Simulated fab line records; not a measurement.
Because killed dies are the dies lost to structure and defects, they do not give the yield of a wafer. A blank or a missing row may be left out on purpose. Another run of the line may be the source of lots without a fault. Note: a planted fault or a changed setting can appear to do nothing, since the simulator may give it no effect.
Which tool is to blame? :: flow n5 finfet :: 8 lots, 24 wafers sampled, at 5 steps of a route of 1938

## WHAT THE GAUGES SHOWED, per wafer
N5_BEOL_M4_RC_MEAS_101. Usual: DIBL_N 35.9 mV/V, standard deviation 1.6; DIBL_P 35.6 mV/V, standard deviation 2.1; IOFF_N 0.149 nA/um, standard deviation 0.029; IOFF_P 0.20 nA/um, standard deviation 0.033; ION_N 671 uA/um, standard deviation 11; ION_P 460 uA/um, standard deviation 7.3; SS_N 71.4 mV/dec, standard deviation 0.62; SS_P 73.2 mV/dec, standard deviation 0.65; VT_N 251 mV, standard deviation 3.1; VT_P -251 mV, standard deviation 3.4.
lot: L545
measured: day 7 21:37
on: prober-02
DIBL_N (mV/V): 35.4 34.5 34.0
DIBL_P (mV/V): 33.8 34.4 34.4
IOFF_N (nA/um): 0.133 0.124 0.116
IOFF_P (nA/um): 0.15 0.15 0.16
ION_N (uA/um): 662 656 655
ION_P (uA/um): 445 451 453
SS_N (mV/dec): 70.8 70.5 69.8
SS_P (mV/dec): 72.5 72.7 72.6
VT_N (mV): 251 254 254
VT_P (mV): -258 -256 -257
flag: 

lot: L546
measured: day 7 22:20
on: prober-01
DIBL_N (mV/V): 36.1 36.0 34.9
DIBL_P (mV/V): 35.7 36.3 33.9
IOFF_N (nA/um): 0.154 0.150 0.130
IOFF_P (nA/um): 0.20 0.22 0.18
ION_N (uA/um): 668 666 672
ION_P (uA/um): 459 460 459
SS_N (mV/dec): 71.1 71.1 70.7
SS_P (mV/dec): 73.1 73.1 73.0
VT_N (mV): 253 252 253
VT_P (mV): -249 -248 -252
flag: 

lot: L550
measured: day 9 07:43
on: prober-02
DIBL_N (mV/V): 35.4 34.4 36.6
DIBL_P (mV/V): 33.4 31.4 34.7
IOFF_N (nA/um): 0.133 0.114 0.152
IOFF_P (nA/um): 0.18 0.15 0.19
ION_N (uA/um): 668 664 677
ION_P (uA/um): 459 456 459
SS_N (mV/dec): 70.8 71.0 71.3
SS_P (mV/dec): 72.8 72.5 73.8
VT_N (mV): 251 254 250
VT_P (mV): -251 -254 -251
flag: 

lot: L553
measured: day 9 17:02
on: prober-01
DIBL_N (mV/V): 36.0 36.4 36.3
DIBL_P (mV/V): 38.9 37.9 38.7
IOFF_N (nA/um): 0.162 0.158 0.175
IOFF_P (nA/um): 0.24 0.22 0.24
ION_N (uA/um): 676 681 704
ION_P (uA/um): 477 468 480
SS_N (mV/dec): 70.3 71.3 71.8
SS_P (mV/dec): 73.6 73.6 73.8
VT_N (mV): 250 248 248
VT_P (mV): -247 -248 -245
flag: 

lot: L556
measured: day 10 20:29
on: prober-01
DIBL_N (mV/V): 37.3 34.3 36.1
DIBL_P (mV/V): 35.7 32.8 35.5
IOFF_N (nA/um): 0.166 0.124 0.151
IOFF_P (nA/um): 0.25 0.20 0.24
ION_N (uA/um): 657 670 660
ION_P (uA/um): 460 469 459
SS_N (mV/dec): 72.1 70.5 71.3
SS_P (mV/dec): 73.9 72.4 73.4
VT_N (mV): 250 252 250
VT_P (mV): -248 -249 -249
flag: 

lot: L565
measured: day 12 19:22
on: prober-01
DIBL_N (mV/V): 35.7 33.7 36.3
DIBL_P (mV/V): 34.9 32.6 35.9
IOFF_N (nA/um): 0.132 0.110 0.150
IOFF_P (nA/um): 0.20 0.17 0.21
ION_N (uA/um): 672 651 664
ION_P (uA/um): 465 454 453
SS_N (mV/dec): 72.0 70.9 71.7
SS_P (mV/dec): 73.4 72.2 73.2
VT_N (mV): 254 254 252
VT_P (mV): -250 -249 -248
flag: 

lot: L567
measured: day 13 12:37
on: prober-02
DIBL_N (mV/V): 36.8 38.7 39.1
DIBL_P (mV/V): 35.2 38.1 38.4
IOFF_N (nA/um): 0.157 0.199 0.213
IOFF_P (nA/um): 0.21 0.26 0.27
ION_N (uA/um): 681 683 697
ION_P (uA/um): 468 467 475
SS_N (mV/dec): 70.7 71.9 72.5
SS_P (mV/dec): 73.0 73.8 74.2
VT_N (mV): 253 245 244
VT_P (mV): -250 -244 -248
flag: 

lot: L568
measured: day 13 15:45
on: prober-02
DIBL_N (mV/V): 34.6 34.9 35.7
DIBL_P (mV/V): 34.7 33.6 34.8
IOFF_N (nA/um): 0.133 0.135 0.154
IOFF_P (nA/um): 0.19 0.16 0.19
ION_N (uA/um): 665 679 681
ION_P (uA/um): 458 461 459
SS_N (mV/dec): 71.8 71.3 71.5
SS_P (mV/dec): 72.8 72.4 73.6
VT_N (mV): 251 252 250
VT_P (mV): -251 -253 -249
flag: 

## WHICH TOOL RAN EACH LOT (tool, then ch and the chambers of the sampled wafers, then the start)
lot: L545
N5_MOL_CONTACT_COAG_ETCH_65: rie diel-02 ch 1,2, day 5 05:44
N5_MOL_CONTACT_COAG_ETCH_66: rie diel-02 ch 1,2, day 5 05:46
N5_MOL_CONTACT_COAG_ETCH_48: rie diel-05 ch 0,1, day 5 06:26
N5_MOL_CONTACT_COAG_CVD_140: cvd w-02 ch 0,1, day 5 06:55

lot: L546
N5_MOL_CONTACT_COAG_ETCH_65: rie diel-06 ch 0,1, day 5 06:20
N5_MOL_CONTACT_COAG_ETCH_66: rie diel-06 ch 0,1, day 5 06:22
N5_MOL_CONTACT_COAG_ETCH_48: rie diel-02 ch 1,2,3, day 5 07:04
N5_MOL_CONTACT_COAG_CVD_140: cvd w-01 ch 0,1, day 5 07:33

lot: L550
N5_MOL_CONTACT_COAG_ETCH_65: rie diel-02 ch 0,1,3, day 6 18:08
N5_MOL_CONTACT_COAG_ETCH_66: rie diel-02 ch 0,1,3, day 6 18:09
N5_MOL_CONTACT_COAG_ETCH_48: rie diel-02 ch 0,1,3, day 6 18:38
N5_MOL_CONTACT_COAG_CVD_140: cvd w-01 ch 1, day 6 19:03

lot: L553
N5_MOL_CONTACT_COAG_ETCH_65: rie diel-06 ch 0,1,3, day 7 04:05
N5_MOL_CONTACT_COAG_ETCH_66: rie diel-06 ch 0,1,3, day 7 04:06
N5_MOL_CONTACT_COAG_ETCH_48: rie diel-06 ch 0,2,3, day 7 04:35
N5_MOL_CONTACT_COAG_CVD_140: cvd w-01 ch 0,1, day 7 05:00

lot: L556
N5_MOL_CONTACT_COAG_ETCH_65: rie diel-06 ch 0,2, day 8 05:55
N5_MOL_CONTACT_COAG_ETCH_66: rie diel-06 ch 0,2, day 8 05:56
N5_MOL_CONTACT_COAG_ETCH_48: rie diel-05 ch 1,2, day 8 06:47
N5_MOL_CONTACT_COAG_CVD_140: cvd w-01 ch 0,1, day 8 07:14

lot: L565
N5_MOL_CONTACT_COAG_ETCH_65: rie diel-06 ch 0,1,2, day 10 09:00
N5_MOL_CONTACT_COAG_ETCH_66: rie diel-06 ch 0,1,2, day 10 09:01
N5_MOL_CONTACT_COAG_ETCH_48: rie diel-05 ch 0,1,2, day 10 09:37
N5_MOL_CONTACT_COAG_CVD_140: cvd w-01 ch 0,1, day 10 10:02

lot: L567
N5_MOL_CONTACT_COAG_ETCH_65: rie diel-05 ch 0,2,3, day 10 15:26
N5_MOL_CONTACT_COAG_ETCH_66: rie diel-05 ch 0,2,3, day 10 15:28
N5_MOL_CONTACT_COAG_ETCH_48: rie diel-05 ch 2,3, day 10 15:56
N5_MOL_CONTACT_COAG_CVD_140: cvd w-01 ch 1, day 10 16:22

lot: L568
N5_MOL_CONTACT_COAG_ETCH_65: rie diel-02 ch 0,3, day 10 19:10
N5_MOL_CONTACT_COAG_ETCH_66: rie diel-02 ch 0,3, day 10 19:11
N5_MOL_CONTACT_COAG_ETCH_48: rie diel-06 ch 2,3, day 10 19:49
N5_MOL_CONTACT_COAG_CVD_140: cvd w-01 ch 0,1, day 10 20:16
- N5_MOL_CONTACT_COAG_ETCH_65: etches underlayer in N2/H2, target depth 13 nm, time 10.4 s.
- N5_MOL_CONTACT_COAG_ETCH_66: etches SiARC in CF4, target depth 13 nm, time 21.7 s.
- N5_MOL_CONTACT_COAG_ETCH_48: etches SiOC in C4F6/O2, target depth 15 nm, overetch 4.5 nm, time 17 s.
- N5_MOL_CONTACT_COAG_CVD_140: deposits W, target thk 66.5 nm, time 215 s.

## AS READ BY THE TOOLS THEMSELVES (means over the sampled wafers that have a number; for cases with no such wafer, the mark the record gives instead)
N5_MOL_CONTACT_COAG_ETCH_65. Usual: chamber pressure mTorr 30.001 mTorr, standard deviation 0.028; drypump motor current A 5.8 A, standard deviation 0.5; etch rf on time s 10.41 s, standard deviation 0.18; h2 flow sccm 200.1 sccm, standard deviation 0.58; oes product au 0.66 a.u., standard deviation 0.05; rf vpp V 524.9 V, standard deviation 1.7; showerhead plenum p Torr 2.58 Torr, standard deviation 0.063; throttle valve pct 17.96 %, standard deviation 0.2.
lot: L545
tool: rie diel-02
chamber pressure mTorr (mTorr): 29.973
drypump motor current A (A): 5.5
etch rf on time s (s): 10.45
h2 flow sccm (sccm): 200.3
oes product au (a.u.): 0.62
rf vpp V (V): 524.2
showerhead plenum p Torr (Torr): 2.53
throttle valve pct (%): 18.00
flag: 

lot: L546
tool: rie diel-06
chamber pressure mTorr (mTorr): 30.009
drypump motor current A (A): 6.2
etch rf on time s (s): 10.50
h2 flow sccm (sccm): 199.7
oes product au (a.u.): 0.61
rf vpp V (V): 524.8
showerhead plenum p Torr (Torr): 2.56
throttle valve pct (%): 18.09
flag: 

lot: L550
tool: rie diel-02
chamber pressure mTorr (mTorr): 30.015
drypump motor current A (A): 6.2
etch rf on time s (s): 10.35
h2 flow sccm (sccm): 199.8
oes product au (a.u.): 0.67
rf vpp V (V): 525.7
showerhead plenum p Torr (Torr): 2.60
throttle valve pct (%): 17.97
flag: 

lot: L553
tool: rie diel-06
chamber pressure mTorr (mTorr): 30.004
drypump motor current A (A): 5.9
etch rf on time s (s): 10.32
h2 flow sccm (sccm): 199.4
oes product au (a.u.): 0.65
rf vpp V (V): 523.7
showerhead plenum p Torr (Torr): 2.57
throttle valve pct (%): 18.01
flag: 

lot: L556
tool: rie diel-06
chamber pressure mTorr (mTorr): 30.030
drypump motor current A (A): 6.1
etch rf on time s (s): 10.55
h2 flow sccm (sccm): 199.9
oes product au (a.u.): 0.62
rf vpp V (V): 524.0
showerhead plenum p Torr (Torr): 2.53
throttle valve pct (%): 18.13
flag: 

lot: L565
tool: rie diel-06
chamber pressure mTorr (mTorr): 29.984
drypump motor current A (A): 5.9
etch rf on time s (s): 10.49
h2 flow sccm (sccm): 200.5
oes product au (a.u.): 0.60
rf vpp V (V): 524.6
showerhead plenum p Torr (Torr): 2.56
throttle valve pct (%): 18.01
flag: 

lot: L567
tool: rie diel-05
chamber pressure mTorr (mTorr): 30.003
drypump motor current A (A): 5.3
etch rf on time s (s): 10.32
h2 flow sccm (sccm): 200.0
oes product au (a.u.): 0.66
rf vpp V (V): 525.6
showerhead plenum p Torr (Torr): 2.60
throttle valve pct (%): 17.78
flag: 

lot: L568
tool: rie diel-02
chamber pressure mTorr (mTorr): 30.017
drypump motor current A (A): 6.4
etch rf on time s (s): 10.46
h2 flow sccm (sccm): 200.1
oes product au (a.u.): 0.68
rf vpp V (V): 525.2
showerhead plenum p Torr (Torr): 2.65
throttle valve pct (%): 18.11
flag: 

N5_MOL_CONTACT_COAG_ETCH_66. Usual: chamber pressure mTorr 40.00 mTorr (standard deviation 0.038); drypump motor current A 5.8 A (standard deviation 0.5); etch rf on time s 21.6 s (standard deviation 0.35); oes product au 0.66 a.u. (standard deviation 0.05); rf vpp V 184.5 V (standard deviation 0.96); showerhead plenum p Torr 2.17 Torr (standard deviation 0.043); throttle valve pct 15.70 % (standard deviation 0.22).
lot: L545
tool: rie diel-02
chamber pressure mTorr (mTorr): 39.98
drypump motor current A (A): 5.5
etch rf on time s (s): 21.9
oes product au (a.u.): 0.62
rf vpp V (V): 183.9
showerhead plenum p Torr (Torr): 2.14
throttle valve pct (%): 15.83
flag: 

lot: L546
tool: rie diel-06
chamber pressure mTorr (mTorr): 39.99
drypump motor current A (A): 6.2
etch rf on time s (s): 21.7
oes product au (a.u.): 0.62
rf vpp V (V): 185.3
showerhead plenum p Torr (Torr): 2.16
throttle valve pct (%): 15.83
flag: 

lot: L550
tool: rie diel-02
chamber pressure mTorr (mTorr): 39.97
drypump motor current A (A): 6.2
etch rf on time s (s): 21.5
oes product au (a.u.): 0.67
rf vpp V (V): 183.7
showerhead plenum p Torr (Torr): 2.17
throttle valve pct (%): 15.64
flag: 

lot: L553
tool: rie diel-06
chamber pressure mTorr (mTorr): 40.06
drypump motor current A (A): 5.9
etch rf on time s (s): 21.3
oes product au (a.u.): 0.65
rf vpp V (V): 185.0
showerhead plenum p Torr (Torr): 2.17
throttle valve pct (%): 15.78
flag: 

lot: L556
tool: rie diel-06
chamber pressure mTorr (mTorr): 39.99
drypump motor current A (A): 6.1
etch rf on time s (s): 21.7
oes product au (a.u.): 0.62
rf vpp V (V): 184.2
showerhead plenum p Torr (Torr): 2.14
throttle valve pct (%): 15.80
flag: 

lot: L565
tool: rie diel-06
chamber pressure mTorr (mTorr): 39.98
drypump motor current A (A): 5.9
etch rf on time s (s): 21.6
oes product au (a.u.): 0.61
rf vpp V (V): 184.4
showerhead plenum p Torr (Torr): 2.16
throttle valve pct (%): 15.80
flag: 

lot: L567
tool: rie diel-05
chamber pressure mTorr (mTorr): 39.98
drypump motor current A (A): 5.3
etch rf on time s (s): 21.5
oes product au (a.u.): 0.65
rf vpp V (V): 184.1
showerhead plenum p Torr (Torr): 2.20
throttle valve pct (%): 15.58
flag: 

lot: L568
tool: rie diel-02
chamber pressure mTorr (mTorr): 39.97
drypump motor current A (A): 6.3
etch rf on time s (s): 21.6
oes product au (a.u.): 0.68
rf vpp V (V): 184.8
showerhead plenum p Torr (Torr): 2.21
throttle valve pct (%): 15.71
flag: 

N5_MOL_CONTACT_COAG_ETCH_48. Usual: chamber pressure mTorr 9.999 mTorr, standard deviation 0.0098; drypump motor current A 5.8 A, standard deviation 0.49; oes_ar_750_au 0.77 a.u., standard deviation 0.056; oes_f_703_au 0.78 a.u., standard deviation 0.057; oes product au 0.65 a.u., standard deviation 0.057; rf vpp V 1574 V, standard deviation 33; showerhead plenum p Torr 2.88 Torr, standard deviation 0.051; throttle valve pct 40.8 %, standard deviation 0.54.
lot: L545
tool: rie diel-05
chamber pressure mTorr (mTorr): 9.996
drypump motor current A (A): 6.0
oes_ar_750_au (a.u.): 0.85
oes_f_703_au (a.u.): 0.85
oes product au (a.u.): 0.72
rf vpp V (V): 1619
showerhead plenum p Torr (Torr): 2.89
throttle valve pct (%): 41.2
flag: 

lot: L546
tool: rie diel-02
chamber pressure mTorr (mTorr): 9.993
drypump motor current A (A): 5.8
oes_ar_750_au (a.u.): 0.75
oes_f_703_au (a.u.): 0.75
oes product au (a.u.): 0.67
rf vpp V (V): 1549
showerhead plenum p Torr (Torr): 2.85
throttle valve pct (%): 40.9
flag: 

lot: L550
tool: rie diel-02
chamber pressure mTorr (mTorr): 10.007
drypump motor current A (A): 6.3
oes_ar_750_au (a.u.): 0.79
oes_f_703_au (a.u.): 0.80
oes product au (a.u.): 0.65
rf vpp V (V): 1555
showerhead plenum p Torr (Torr): 2.89
throttle valve pct (%): 40.5
flag: 

lot: L553
tool: rie diel-06
chamber pressure mTorr (mTorr): 10.005
drypump motor current A (A): 5.9
oes_ar_750_au (a.u.): 0.78
oes_f_703_au (a.u.): 0.79
oes product au (a.u.): 0.67
rf vpp V (V): 1566
showerhead plenum p Torr (Torr): 2.86
throttle valve pct (%): 41.1
flag: 

lot: L556
tool: rie diel-05
chamber pressure mTorr (mTorr): 10.003
drypump motor current A (A): 5.3
oes_ar_750_au (a.u.): 0.77
oes_f_703_au (a.u.): 0.76
oes product au (a.u.): 0.66
rf vpp V (V): 1620
showerhead plenum p Torr (Torr): 2.91
throttle valve pct (%): 40.4
flag: 

lot: L565
tool: rie diel-05
chamber pressure mTorr (mTorr): 9.996
drypump motor current A (A): 5.5
oes_ar_750_au (a.u.): 0.77
oes_f_703_au (a.u.): 0.76
oes product au (a.u.): 0.62
rf vpp V (V): 1616
showerhead plenum p Torr (Torr): 2.89
throttle valve pct (%): 40.7
flag: 

lot: L567
tool: rie diel-05
chamber pressure mTorr (mTorr): 9.998
drypump motor current A (A): 5.3
oes_ar_750_au (a.u.): 0.77
oes_f_703_au (a.u.): 0.78
oes product au (a.u.): 0.63
rf vpp V (V): 1584
showerhead plenum p Torr (Torr): 2.95
throttle valve pct (%): 40.2
flag: 

lot: L568
tool: rie diel-06
chamber pressure mTorr (mTorr): 10.002
drypump motor current A (A): 5.6
oes_ar_750_au (a.u.): 0.79
oes_f_703_au (a.u.): 0.79
oes product au (a.u.): 0.67
rf vpp V (V): 1586
showerhead plenum p Torr (Torr): 2.87
throttle valve pct (%): 41.1
flag: 

N5_MOL_CONTACT_COAG_CVD_140. Usual: heater power outer w 275 W, standard deviation 26; heater power w 484 W, standard deviation 30; run length s 286.03 s, standard deviation 0.29.
lot: L545
tool: cvd w-02
heater power outer w (W): 262
heater power w (W): 482
run length s (s): 285.90
flag: 

lot: L546
tool: cvd w-01
heater power outer w (W): 285
heater power w (W): 487
run length s (s): 286.16
flag: 

lot: L550
tool: cvd w-01
heater power outer w (W): 294
heater power w (W): 519
run length s (s): 285.90
flag: 

lot: L553
tool: cvd w-01
heater power outer w (W): 286
heater power w (W): 494
run length s (s): 439.35
flag: OFF

lot: L556
tool: cvd w-01
heater power outer w (W): 280
heater power w (W): 473
run length s (s): 439.62
flag: OFF

lot: L565
tool: cvd w-01
heater power outer w (W): 291
heater power w (W): 496
run length s (s): 286.17
flag: 

lot: L567
tool: cvd w-01
heater power outer w (W): 296
heater power w (W): 513
run length s (s): 285.86
flag: 

lot: L568
tool: cvd w-01
heater power outer w (W): 289
heater power w (W): 502
run length s (s): 285.81
flag: 

## THE ANSWER, worked out from the rows above alone
Rule: take the mean of a lot's wafers that have a number; if it is more than 3 standard deviations from the usual mean, the lot is off. A lot without any number at a reading at which 4 lots or more have one is off too. All remaining lots with rows at the step are treated as sound. First the gauges in route order, then the tools' own readings, where a lot's mean is used as printed above. The first step at which some lot is off is used, and at that step the reading that is off furthest; a lot without a number counts as furthest.
Off at N5_MOL_CONTACT_COAG_CVD_140 (run length s): L553, L556.
A tool fits if, at that step or a process step before it, it ran every lot that is off, and no sound lot after the first of them. Not one of the candidates tried fits.

## WHAT THE SIMULATOR HAD PUT IN
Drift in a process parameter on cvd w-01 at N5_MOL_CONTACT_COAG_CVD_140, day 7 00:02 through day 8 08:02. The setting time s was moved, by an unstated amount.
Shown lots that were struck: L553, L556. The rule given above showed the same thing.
